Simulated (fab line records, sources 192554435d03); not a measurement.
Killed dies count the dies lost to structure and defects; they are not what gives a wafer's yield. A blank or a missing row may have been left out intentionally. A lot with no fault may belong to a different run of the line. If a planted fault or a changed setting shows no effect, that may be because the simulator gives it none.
fab line records	flow n5_finfet
record lots=7	wafers=21
route steps=1938 shown SDB@348 HKMG_FIN@450 GATE_CUT@493 MOL_CONTACT_COAG@563 BEOL_M0_SAQP@638
start_h: hours from the record's first day to the start of the lot's first wafer shown	wait_h: how many hours have passed since the lot's step before this one	" same as the row above	L1.1+2: a single row standing in for several wafers	- no value, or no start given	* or withheld: withheld	< > ~ a bound
route shown NAME@n: NAME is a module with steps in the file, n the number in the route of the first one	usual: average and standard deviation across the fault-free wafers	same: alike in all rows	chamber/n: place in a boat	sites: readings site by site	_std_site: standard deviation of those values	_edge_site: the outer-site mean with the inner-site mean subtracted	radius_mm: for every site, how far away it sits from the centre of the wafer	mask NAME#n: copy n	behind: the tool/chamber that last shaped the wafer	hold: why the lot went on hold/how many hours it stayed there/how the hold came to an end	device: whichever transistor did not switch (one of n, p or np)	end of line: tests run on the same wafers once the route is complete	a step given without rows: its recipe and nothing more	killed: the dies lost at the first sort to structure and to defects; this is not the yield of the wafer	map: per-die view of a wafer (x killed, . not killed, _ where there is no die)
set.NAME: setting as actually run; set.NAME@STEP: the setting as run at that earlier step	model.NAME: the simulator's own value behind a step, which no gauge read
lots where settings were altered on purpose, with a table for each step and a row for each wafer
## steps
# step N5_SDB_COAT_03
# recipe resist=SOC	temp_c=250	time_s=60	spin_rpm=1500	resist_thk_nm=100
lot.wafer	tool	chamber	start_h	wait_h	set.spin_rpm	model.SOC_of_SDB_COAT_03.thk_nm
L078.2	litho_track-05	0	88.25	0.1	1500	100.2
L078.3	"	0	"	"	1412	103.4
L078.4	"	0	"	"	1412	103
L083.4	litho_track-05	0	118.42	0.0	1500	100.2
L083.5	"	0	"	"	1500	100
L083.6	"	0	"	"	1500	99.8
L085.2	litho_track-05	0	131.93	0.1	1500	99.4
L085.3+5	"	0	"	"	1500	99.8
L088.1+2	litho_track-03	0	148.08	0.1	1406	103
L088.3	"	0	"	"	1406	103.2
L089.4+5	litho_track-05	0	155.44	0.0	1500	100.2
L089.6	"	0	"	"	1500	100.4
L092.2	litho_track-03	0	175.78	0.1	1500	100.4
L092.3	"	0	"	"	1417	103
L092.6	"	0	"	"	1500	100
L095.2	litho_track-03	0	196.07	0.1	1633	96
L095.3	"	0	"	"	1500	100.2
L095.5	"	0	"	"	1500	99.8
# step N5_SDB_COAT_04
# recipe resist=SiARC	temp_c=220	time_s=60	spin_rpm=1500	resist_thk_nm=18
lot.wafer	tool	chamber	start_h	wait_h	set.time_s
L078.2+3	litho_track-05	0	-	-	60
L078.4	"	0	"	"	66.53
L083.4+5+6	litho_track-05	0	-	-	60
L085.2+3+5	litho_track-05	0	-	-	60
L088.1+2	litho_track-03	0	-	-	70.95
L088.3	"	0	"	"	60
L089.4	litho_track-05	0	-	-	60
L089.5+6	"	0	"	"	71.11
L092.2+3+6	litho_track-03	0	-	-	60
L095.2+3+5	litho_track-03	0	-	-	63.54
# step N5_SDB_COAT_05
# recipe resist=CAR-ArF	spin_rpm=1500	resist_thk_nm=90
# step N5_SDB_EBR_07
# recipe solvent=PGMEA	ebr_width_mm=1.5
# step N5_SDB_DESCUM_16
# recipe chemistry=O2	time_s=7.9	source_power_w=50	bias_power_w=20	pressure_mtorr=20	rf_frequency_hz=2.712e+07	temp_c=40	resist=CAR-ArF	o2_flow_sccm=225
# step N5_SDB_ETCH_17
# recipe chemistry=CF4	target=SiARC	target_depth_a=234	mask_material=CAR-ArF	time_s=39	ion_energy_ev=80	pressure_mtorr=40	source_w=545	bias_w=36	Ar_flow_sccm=100	cf4_flow_sccm=100	ends=cleared
# step N5_SDB_ETCH_18
# recipe chemistry=N2/H2	target=SOC	target_depth_a=1000	overetch_a=200	mask_material=SiARC	temp_c=40	time_s=150	ion_energy_ev=200	pressure_mtorr=30	source_w=840	bias_w=150	n2_flow_sccm=200	h2_flow_sccm=200
lot.wafer	tool	chamber	start_h	wait_h	set.spin_rpm@SDB_COAT_03	model.etch.depth_nm
L078.2	rie_diel-05	1	88.78	0.0	1500	100.2
L078.3	"	2	"	"	1412	103.3
L078.4	"	0	"	"	1412	103.1
L083.4	rie_diel-06	1	118.94	0.0	1500	100.2
L083.5	"	0	"	"	1500	100
L083.6	"	3	"	"	1500	99.78
L085.2	rie_diel-01	1	132.98	0.0	1500	99.48
L085.3	"	0	"	"	1500	99.74
L085.5	"	1	"	"	1500	99.83
L088.1	rie_diel-05	3	148.69	0.0	1406	103
L088.2	"	0	"	"	1406	103.1
L088.3	"	2	"	"	1406	103.3
L089.4	rie_diel-05	2	156.12	0.0	1500	100.2
L089.5	"	2	"	"	1500	100.3
L089.6	"	1	"	"	1500	100.4
L092.2	rie_diel-01	3	176.31	0.0	1500	100.3
L092.3	"	1	"	"	1417	103
L092.6	"	3	"	"	1500	99.95
L095.2	rie_diel-05	0	196.59	0.0	1633	95.97
L095.3	"	2	"	"	1500	100.2
L095.5	"	0	"	"	1500	99.82
# step N5_SDB_STRIP_19
# recipe chemistry=N2/H2	temp_c=40	n2_flow_sccm=200	h2_flow_sccm=200	rf_frequency_hz=6e+07
# step N5_SDB_STRIP_21
# recipe chemistry=CF4	resist=SiARC	power_w=300	bias_power_w=75	pressure_mtorr=50	cf4_flow_sccm=150	rf_frequency_hz=6e+07
# step N5_SDB_HM_OPEN_20
# recipe chemistry=CH3F/O2	target=SiNx	mask_material=SOC	target_depth_a=240	stop_on=poly-Si	over_etch_frac=0.4	ion_energy_ev=120	pressure_mtorr=30	source_w=395	bias_w=73	Ar_flow_sccm=150	CH3F_flow_sccm=30	O2_flow_sccm=20
lot.wafer	tool	chamber	start_h	wait_h	set.spin_rpm@SDB_COAT_03	model.SOC_of_SDB_COAT_03.thk_nm
L078.2	rie_diel-05	1	88.94	0.0	1500	83.8
L078.3	"	2	"	"	1412	87.2
L078.4	"	0	"	"	1412	86.8
L083.4	rie_diel-06	1	119.10	0.0	1500	84.4
L083.5	"	0	"	"	1500	84
L083.6	"	3	"	"	1500	83.6
L085.2	rie_diel-01	1	133.14	0.0	1500	83.2
L085.3	"	0	"	"	1500	83.4
L085.5	"	1	"	"	1500	83.6
L088.1+3	rie_diel-05	3,2	148.85	0.0	1406	87.2
L088.2	"	0	"	"	1406	87
L089.4+5	rie_diel-05	2	156.28	0.0	1500	84
L089.6	"	1	"	"	1500	84.2
L092.2	rie_diel-01	3	176.47	0.0	1500	84.2
L092.3	"	1	"	"	1417	86.8
L092.6	"	3	"	"	1500	84
L095.2	rie_diel-05	0	196.75	0.0	1633	80
L095.3+5	"	2,0	"	"	1500	83.8
# step N5_SDB_STRIP_22
# recipe chemistry=N2/H2	power_w=1000	temp_c=250	h2_frac=0.65	overash_fraction=0.3	pressure_mtorr=withheld	n2_flow_sccm=1750	h2_flow_sccm=3250
# usual strip_time_to_endpoint_s=96.1/0.37
lot.wafer	tool	chamber	start_h	wait_h	set.spin_rpm@SDB_COAT_03	strip_time_to_endpoint_s
L078.2	plasma_asher-02	1	89.02	0.1	1500	96.0
L078.3	"	0	"	"	1412	99.2
L078.4	"	1	"	"	1412	98.9
L083.4	plasma_asher-01	0	119.22	0.1	1500	96.6
L083.5	"	1	"	"	1500	96.1
L083.6	"	0	"	"	1500	95.8
L085.2	plasma_asher-01	0	133.22	0.1	1500	95.4
L085.3	"	0	"	"	1500	95.7
L085.5	"	1	"	"	1500	95.7
L088.1	plasma_asher-02	0	148.93	0.1	1406	99.2
L088.2	"	1	"	"	1406	99.1
L088.3	"	1	"	"	1406	99.2
L089.4	plasma_asher-02	1	156.40	0.1	1500	96.2
L089.5	"	0	"	"	1500	96.3
L089.6	"	1	"	"	1500	96.3
L092.2	plasma_asher-01	0	176.55	0.1	1500	96.4
L092.3	"	1	"	"	1417	98.9
L092.6	"	0	"	"	1500	96.1
L095.2	plasma_asher-02	0	196.88	0.1	1633	92.4
L095.3	"	1	"	"	1500	95.9
L095.5	"	1	"	"	1500	96.0
# step N5_HKMG_FIN_COAT_66
# recipe resist=SOC	temp_c=250	time_s=60	spin_rpm=1500	resist_thk_nm=300
lot.wafer	tool	chamber	start_h	wait_h	set.spin_rpm	model.SOC_of_HKMG_FIN_COAT_66.thk_nm
L078.2	litho_track-04	0	100.18	0.2	1500	300.4
L078.3	"	0	"	"	1500	299.6
L078.4	"	0	"	"	1609	290.4
L083.4	litho_track-02	0	131.00	0.2	1500	299.2
L083.5	"	0	"	"	1500	300.4
L083.6	"	0	"	"	1500	300.8
L085.2	litho_track-01	0	147.24	0.2	1500	299.4
L085.3	"	0	"	"	1500	300.4
L085.5	"	0	"	"	1381	313.4
L088.1+2	litho_track-02	0	160.57	0.2	1500	300.4
L088.3	"	0	"	"	1500	301
L089.4+5	litho_track-01	0	167.25	0.2	1500	299.6
L089.6	"	0	"	"	1500	300.2
L092.2	litho_track-01	0	188.45	0.2	1500	299.8
L092.3	"	0	"	"	1418	307.4
L092.6	"	0	"	"	1500	298.6
L095.2	litho_track-02	0	209.37	0.2	1653	285.4
L095.3	"	0	"	"	1500	299.6
L095.5	"	0	"	"	1653	285.2
# step N5_GATE_CUT_ETCH_37
# recipe chemistry=N2/H2	target=SOC	target_depth_a=600	overetch_a=120	mask_material=SiARC	temp_c=40	time_s=90	ion_energy_ev=200	pressure_mtorr=30	source_w=840	bias_w=150	n2_flow_sccm=200	h2_flow_sccm=200
# usual rf_vpp_V=523.8/2.7
lot.wafer	tool	chamber	start_h	wait_h	set.bias_w	rf_vpp_V	model.SiARC_of_GATE_CUT_COAT_35.thk_nm
L078.2	rie_diel-03	0	106.36	0.0	140.7	501.9	6.4
L078.3	"	1	"	"	140.7	505.7	6.2
L078.4	"	2	"	"	150	526.2	6
L083.4	rie_diel-03	0	137.77	0.0	150	523.4	6
L083.5	"	1	"	"	150	526.3	5.8
L083.6	"	0	"	"	150	523.0	6
L085.2	rie_diel-03	3	153.34	0.0	126.3	472.8	7
L085.3	"	0	"	"	150	523.2	6
L085.5	"	3	"	"	126.3	473.0	6.8
L088.1	rie_diel-02	1	167.70	0.0	150	522.6	6
L088.2	"	3	"	"	127.4	471.7	6.6
L088.3	"	2	"	"	127.4	470.9	6.8
L089.4	rie_diel-04	0	173.41	0.0	167.5	557.4	5.4
L089.5	"	1	"	"	167.5	561.5	5.4
L089.6	"	3	"	"	150	521.9	6
L092.2	rie_diel-04	3	194.68	0.0	150	523.6	5.8
L092.3	"	0	"	"	150	518.6	6
L092.6	"	0	"	"	150	518.2	6
L095.2	rie_diel-03	1	215.23	0.0	150	523.9	6
L095.3	"	3	"	"	150	527.5	6.2
L095.5	"	0	"	"	150	521.4	6
# step N5_MOL_CONTACT_COAG_PECVD_31
# recipe material=SiO2	target_thk_a=460	temp_c=400	precursor=TEOS/O2	pressure_torr=6.5	rf_w=withheld	teos_flow_sccm=withheld	gas=O2	flow_sccm=2650	time_s=8.9
lot.wafer	tool	chamber	start_h	wait_h	set.temp_c	model.SiO2_of_MOL_CONTACT_COAG_PECVD_31.thk_nm
L078.2	pecvd-01	0	118.07	0.3	400	45.6
L078.3	"	2	"	"	400	44.8
L078.4	"	1	"	"	400	46
L083.4+5	pecvd-01	2,1	153.07	0.3	400	46
L083.6	"	0	"	"	400	46.2
L085.2	pecvd-02	2	168.15	0.3	392.7	47
L085.3	"	1	"	"	400	45.4
L085.5	"	2	"	"	392.7	48
L088.1	pecvd-03	0	179.32	0.3	395.1	46.6
L088.2	"	2	"	"	400	45.8
L088.3	"	1	"	"	400	46
L089.4	pecvd-01	1	187.89	0.3	384.3	51
L089.5	"	2	"	"	400	45
L089.6	"	0	"	"	400	46.8
L092.2	pecvd-03	0	209.06	0.3	400	45.2
L092.3	"	2	"	"	400	46.2
L092.6	"	0	"	"	400	45.6
L095.2	pecvd-01	1	229.59	0.3	400	45.2
L095.3	"	0	"	"	411.7	43.2
L095.5	"	1	"	"	400	46.6
# step N5_MOL_CONTACT_COAG_VIA_ETCH_46
# recipe chemistry=C4F6/O2	target_depth_a=460	overetch_a=92	mask_material=SOC	target=SiO2	bias_w=455	pressure_mtorr=10	time_s=40	source_w=325	Ar_flow_sccm=300	C4F6_flow_sccm=10	O2_flow_sccm=10	ion_energy_ev=575.3	ends=end_point
# usual rf_vpp_V=1590/29
lot.wafer	tool	chamber	start_h	wait_h	set.bias_w	set.temp_c@MOL_CONTACT_COAG_PECVD_31	rf_vpp_V	model.etch.depth_nm
L078.2	rie_diel-05	0	119.00	0.0	455	400	1559	45.54
L078.3	"	2	"	"	455	400	1610	44.73
L078.4	"	3	"	"	455	400	1567	46.09
L083.4	rie_diel-06	0	154.81	0.0	455	400	1579	46.01
L083.5	"	0	"	"	455	400	1577	45.96
L083.6	"	3	"	"	455	400	1627	46.19
L085.2	rie_diel-01	1	169.21	0.0	455	392.7	1578	47.09
L085.3	"	2	"	"	499	400	1750	45.4
L085.5	"	3	"	"	499	392.7	1717	48.1
L088.1	rie_diel-05	2	180.75	0.0	455	395.1	1609	46.62
L088.2	"	0	"	"	429.7	400	1492	45.85
L088.3	"	1	"	"	455	400	1626	46.03
L089.4	rie_diel-05	2	188.96	0.0	490.9	384.3	1703	50.99
L089.5	"	0	"	"	455	400	1557	45
L089.6	"	1	"	"	455	400	1625	46.73
L092.2	rie_diel-05	2	210.14	0.0	476.9	400	1666	45.26
L092.3	"	1	"	"	476.9	400	1682	46.19
L092.6	"	0	"	"	455	400	1557	45.63
L095.2	rie_diel-06	1	230.74	0.0	375.3	400	1344	45.22
L095.3	"	0	"	"	375.3	411.7	1363	43.26
L095.5	"	1	"	"	455	400	1556	46.51
# step N5_BEOL_M0_SAQP_PECVD_04
# recipe material=a-Si	target_thk_a=600	temp_c=350	precursor=SiH4/He	pressure_torr=3	rf_w=100	time_s=60.2
lot.wafer	tool	chamber	start_h	wait_h	set.time_s	model.a-Si_of_BEOL_M0_SAQP_PECVD_04.thk_nm
L078.2	pecvd-01	0	130.22	0.0	64.99	64
L078.3	"	1	"	"	64.99	63.4
L078.4	"	2	"	"	60.2	60.8
L083.4	pecvd-01	2	163.80	0.0	60.2	61
L083.5	"	1	"	"	60.2	60
L083.6	"	0	"	"	60.2	60.2
L085.2	pecvd-04	2	178.62	0.0	60.2	60
L085.3+5	"	1,2	"	"	60.2	59.2
L088.1+3	pecvd-03	2,1	190.97	0.0	67.78	68.2
L088.2	"	0	"	"	67.78	68
L089.4	pecvd-03	1	196.10	0.0	60.2	60.2
L089.5	"	2	"	"	64.69	65.6
L089.6	"	0	"	"	60.2	60.6
L092.2	pecvd-04	1	219.56	0.0	67.05	65.4
L092.3	"	2	"	"	60.2	58.2
L092.6	"	1	"	"	60.2	59.8
L095.2	pecvd-04	2	237.92	0.0	68.7	67.2
L095.3	"	0	"	"	68.7	68.2
L095.5	"	2	"	"	60.2	59.4
# step N5_BEOL_M0_SAQP_THK_MEAS_05
# usual thk_nm=59.9/0.79
lot.wafer	tool	chamber	start_h	wait_h	set.time_s@BEOL_M0_SAQP_PECVD_04	thk_nm
L078.2	film_metro-01	-	130.32	0.1	64.99	64.0
L078.3	"	-	"	"	64.99	63.4
L078.4	"	-	"	"	60.2	60.9
L083.4	film_metro-01	-	163.86	0.0	60.2	60.9
L083.5	"	-	"	"	60.2	60.1
L083.6	"	-	"	"	60.2	60.2
L085.2	film_metro-01	-	178.71	0.1	60.2	60.0
L085.3	"	-	"	"	60.2	59.1
L085.5	"	-	"	"	60.2	59.3
L088.1	film_metro-01	-	191.07	0.1	67.78	68.2
L088.2	"	-	"	"	67.78	68.0
L088.3	"	-	"	"	67.78	68.2
L089.4	film_metro-01	-	196.18	0.0	60.2	60.2
L089.5	"	-	"	"	64.69	65.6
L089.6	"	-	"	"	60.2	60.6
L092.2	film_metro-02	-	219.66	0.1	67.05	65.5
L092.3	"	-	"	"	60.2	58.1
L092.6	"	-	"	"	60.2	59.8
L095.2	film_metro-01	-	238.02	0.1	68.7	67.2
L095.3	"	-	"	"	68.7	68.2
L095.5	"	-	"	"	60.2	59.4
# step N5_BEOL_M0_SAQP_COAT_82
# recipe resist=SiARC	temp_c=220	time_s=60	spin_rpm=1500	resist_thk_nm=30
lot.wafer	tool	chamber	start_h	wait_h	set.spin_rpm	model.SiARC_of_BEOL_M0_SAQP_COAT_82.thk_nm
L078.2+3+4	litho_track-05	0	-	-	1500	30
L083.4+6	litho_track-05	0	-	-	1500	30.2
L083.5	"	0	"	"	1500	30
L085.2	litho_track-05	0	-	-	1414	30.8
L085.3+5	"	0	"	"	1500	30
L088.1+3	litho_track-05	0	-	-	1438	30.6
L088.2	"	0	"	"	1500	30
L089.4	litho_track-05	0	-	-	1622	29
L089.5	"	0	"	"	1500	30
L089.6	"	0	"	"	1622	28.8
L092.2+3+6	litho_track-05	0	-	-	1500	30
L095.2	litho_track-02	0	-	-	1337	31.6
L095.3	"	0	"	"	1500	30
L095.5	"	0	"	"	1500	29.8
# step N5_BEOL_M0_SAQP_COAT_08
# recipe resist=CAR-ArF	spin_rpm=1500	resist_thk_nm=90
# step N5_BEOL_M0_SAQP_EBR_10
# recipe solvent=PGMEA	ebr_width_mm=1.5
# step N5_BEOL_M0_SAQP_DESCUM_19
# recipe chemistry=O2	time_s=7.9	source_power_w=50	bias_power_w=20	pressure_mtorr=20	rf_frequency_hz=2.712e+07	temp_c=40	resist=CAR-ArF	o2_flow_sccm=225
# step N5_BEOL_M0_SAQP_ETCH_83
# recipe chemistry=CF4	target=SiARC	target_depth_a=390	mask_material=CAR-ArF	time_s=65	ion_energy_ev=80	pressure_mtorr=40	source_w=545	bias_w=36	Ar_flow_sccm=100	cf4_flow_sccm=100	ends=cleared
lot.wafer	tool	chamber	start_h	wait_h	set.spin_rpm@BEOL_M0_SAQP_COAT_82	model.etch.depth_nm	model.CAR-ArF_of_BEOL_M0_SAQP_COAT_08.thk_nm
L078.2	rie_diel-04	2	131.46	0.0	1500	30.02	55.6
L078.3	"	1	"	"	1500	30.06	55.2
L078.4	"	3	"	"	1500	30.07	55.6
L083.4	rie_diel-02	3	164.47	0.0	1500	30.11	55.6
L083.5	"	3	"	"	1500	30	55.6
L083.6	"	0	"	"	1500	30.12	55.2
L085.2	rie_diel-02	1	179.30	0.0	1414	30.89	55.2
L085.3	"	0	"	"	1500	29.97	55.4
L085.5	"	0	"	"	1500	30.01	55.6
L088.1	rie_diel-03	3	191.70	0.0	1438	30.66	54.6
L088.2	"	0	"	"	1500	29.98	55.4
L088.3	"	1	"	"	1438	30.6	54.6
L089.4	rie_diel-03	3	196.66	0.0	1622	28.9	56.4
L089.5	"	3	"	"	1500	30.07	55.2
L089.6	"	0	"	"	1622	28.87	56.6
L092.2	rie_diel-02	1	220.16	0.0	1500	29.91	55.6
L092.3	"	3	"	"	1500	30.02	55.6
L092.6	"	0	"	"	1500	29.92	55.4
L095.2	rie_diel-02	2	238.62	0.0	1337	31.7	53.8
L095.3	"	1	"	"	1500	29.96	55.2
L095.5	"	2	"	"	1500	29.83	55.4
# step N5_BEOL_M0_SAQP_ETCH_84
# recipe chemistry=N2/H2	target=SOC	target_depth_a=1000	overetch_a=200	mask_material=SiARC	temp_c=40	time_s=150	ion_energy_ev=200	pressure_mtorr=30	source_w=840	bias_w=150	n2_flow_sccm=200	h2_flow_sccm=200
lot.wafer	tool	chamber	start_h	wait_h	set.spin_rpm@BEOL_M0_SAQP_COAT_82	model.SiARC_of_BEOL_M0_SAQP_COAT_82.thk_nm
L078.2	rie_diel-04	2	131.51	0.0	1500	24.8
L078.3	"	1	"	"	1500	24.2
L078.4	"	3	"	"	1500	24.4
L083.4+5	rie_diel-02	3	164.52	0.0	1500	24.2
L083.6	"	0	"	"	1500	24.4
L085.2	rie_diel-02	1	179.35	0.0	1414	25.2
L085.3+5	"	0	"	"	1500	24.2
L088.1	rie_diel-03	3	191.75	0.0	1438	25.2
L088.2	"	0	"	"	1500	24.4
L088.3	"	1	"	"	1438	25
L089.4	rie_diel-03	3	196.71	0.0	1622	23.4
L089.5	"	3	"	"	1500	24.6
L089.6	"	0	"	"	1622	23.2
L092.2+3+6	rie_diel-02	1,3,0	220.21	0.0	1500	24.2
L095.2	rie_diel-02	2	238.67	0.0	1337	26
L095.3	"	1	"	"	1500	24.2
L095.5	"	2	"	"	1500	24
# step N5_BEOL_M0_SAQP_STRIP_80
# recipe chemistry=N2/H2	temp_c=40	n2_flow_sccm=200	h2_flow_sccm=200	rf_frequency_hz=6e+07
# step N5_BEOL_M0_SAQP_HM_OPEN_112
# recipe chemistry=CHF3/O2	target=SiO2	stop_on=a-Si	target_depth_a=120	over_etch_frac=1.25	mask_material=SOC	time_s=13.5	pressure_mtorr=30	source_w=650	bias_w=170	Ar_flow_sccm=200	CHF3_flow_sccm=50	O2_flow_sccm=5	ion_energy_ev=200	ends=end_point
# step N5_BEOL_M0_SAQP_STRIP_113
# recipe chemistry=CHF3/O2	resist=SiARC	rf_frequency_hz=6e+07
# step N5_BEOL_M0_SAQP_MANDREL_ETCH_20
# recipe target_depth_a=600	chemistry=HBr/Cl2	target=a-Si	stop_on=SiNx	bt_time_s=10	mask_material=SOC	over_etch_frac=0.5	time_s=30	pressure_mtorr=10	icp_w=800	bias_w=75	HBr_flow_sccm=150	Cl2_flow_sccm=80	ends=end_point
lot.wafer	tool	chamber	start_h	wait_h	set.time_s@BEOL_M0_SAQP_PECVD_04	model.etch.depth_nm
L078.2	rie_si-01	3	131.70	0.0	64.99	63.97
L078.3	"	0	"	"	64.99	63.3
L078.4	"	0	"	"	60.2	60.82
L083.4	rie_si-02	1	164.71	0.0	60.2	60.9
L083.5	"	3	"	"	60.2	60.07
L083.6	"	0	"	"	60.2	60.14
L085.2	rie_si-04	3	179.54	0.0	60.2	60.04
L085.3	"	1	"	"	60.2	59.09
L085.5	"	3	"	"	60.2	59.27
L088.1	rie_si-01	3	191.94	0.0	67.78	68.18
L088.2	"	1	"	"	67.78	68.04
L088.3	"	0	"	"	67.78	68.14
L089.4	rie_si-01	2	196.90	0.0	60.2	60.15
L089.5	"	1	"	"	64.69	65.61
L089.6	"	2	"	"	60.2	60.6
L092.2	rie_si-04	1	220.40	0.0	67.05	65.45
L092.3	"	3	"	"	60.2	58.11
L092.6	"	1	"	"	60.2	59.8
L095.2	rie_si-01	1	238.86	0.0	68.7	67.16
L095.3	"	2	"	"	68.7	68.26
L095.5	"	1	"	"	60.2	59.41
## key
split step=N5_SDB_COAT_03	setting=spin_rpm	stated=1500	by=wafer
response step=N5_SDB_COAT_03	reading=model.SOC_of_SDB_COAT_03.thk_nm	change=-0.477	per=1%	r=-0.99
response step=N5_SDB_ETCH_18	reading=model.etch.depth_nm	change=-0.481	per=1%	r=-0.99
response step=N5_SDB_HM_OPEN_20	reading=model.SOC_of_SDB_COAT_03.thk_nm	change=-0.469	per=1%	r=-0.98
response step=N5_SDB_STRIP_22	reading=strip_time_to_endpoint_s	change=*	per=1%	r=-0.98
split step=N5_SDB_COAT_04	setting=time_s	stated=60	by=wafer
response none clear
split step=N5_HKMG_FIN_COAT_66	setting=spin_rpm	stated=1500	by=wafer
response step=N5_HKMG_FIN_COAT_66	reading=model.SOC_of_HKMG_FIN_COAT_66.thk_nm	change=-1.47	per=1%	r=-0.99
split step=N5_GATE_CUT_ETCH_37	setting=bias_w	stated=150	by=wafer
response step=N5_GATE_CUT_ETCH_37	reading=rf_vpp_V	change=+3.29	per=1%	r=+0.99
response step=N5_GATE_CUT_ETCH_37	reading=model.SiARC_of_GATE_CUT_COAT_35.thk_nm	change=-0.0516	per=1%	r=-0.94
split step=N5_MOL_CONTACT_COAG_PECVD_31	setting=temp_c	stated=400	by=wafer
response step=N5_MOL_CONTACT_COAG_PECVD_31	reading=model.SiO2_of_MOL_CONTACT_COAG_PECVD_31.thk_nm	change=-1.13	per=1%	r=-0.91
response step=N5_MOL_CONTACT_COAG_VIA_ETCH_46	reading=model.etch.depth_nm	change=-1.13	per=1%	r=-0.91
split step=N5_MOL_CONTACT_COAG_VIA_ETCH_46	setting=bias_w	stated=455	by=wafer
response step=N5_MOL_CONTACT_COAG_VIA_ETCH_46	reading=rf_vpp_V	change=+13.9	per=1%	r=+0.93
split step=N5_BEOL_M0_SAQP_PECVD_04	setting=time_s	stated=60.2	by=wafer
response step=N5_BEOL_M0_SAQP_PECVD_04	reading=model.a-Si_of_BEOL_M0_SAQP_PECVD_04.thk_nm	change=+0.563	per=1%	r=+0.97
response step=N5_BEOL_M0_SAQP_THK_MEAS_05	reading=thk_nm	change=*	per=1%	r=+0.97
response step=N5_BEOL_M0_SAQP_MANDREL_ETCH_20	reading=model.etch.depth_nm	change=+0.564	per=1%	r=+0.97
split step=N5_BEOL_M0_SAQP_COAT_82	setting=spin_rpm	stated=1500	by=wafer
response step=N5_BEOL_M0_SAQP_COAT_82	reading=model.SiARC_of_BEOL_M0_SAQP_COAT_82.thk_nm	change=-0.147	per=1%	r=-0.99
response step=N5_BEOL_M0_SAQP_ETCH_83	reading=model.etch.depth_nm	change=-0.159	per=1%	r=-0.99
response step=N5_BEOL_M0_SAQP_ETCH_83	reading=model.CAR-ArF_of_BEOL_M0_SAQP_COAT_08.thk_nm	change=+0.136	per=1%	r=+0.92
response step=N5_BEOL_M0_SAQP_ETCH_84	reading=model.SiARC_of_BEOL_M0_SAQP_COAT_82.thk_nm	change=-0.17	per=1%	r=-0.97
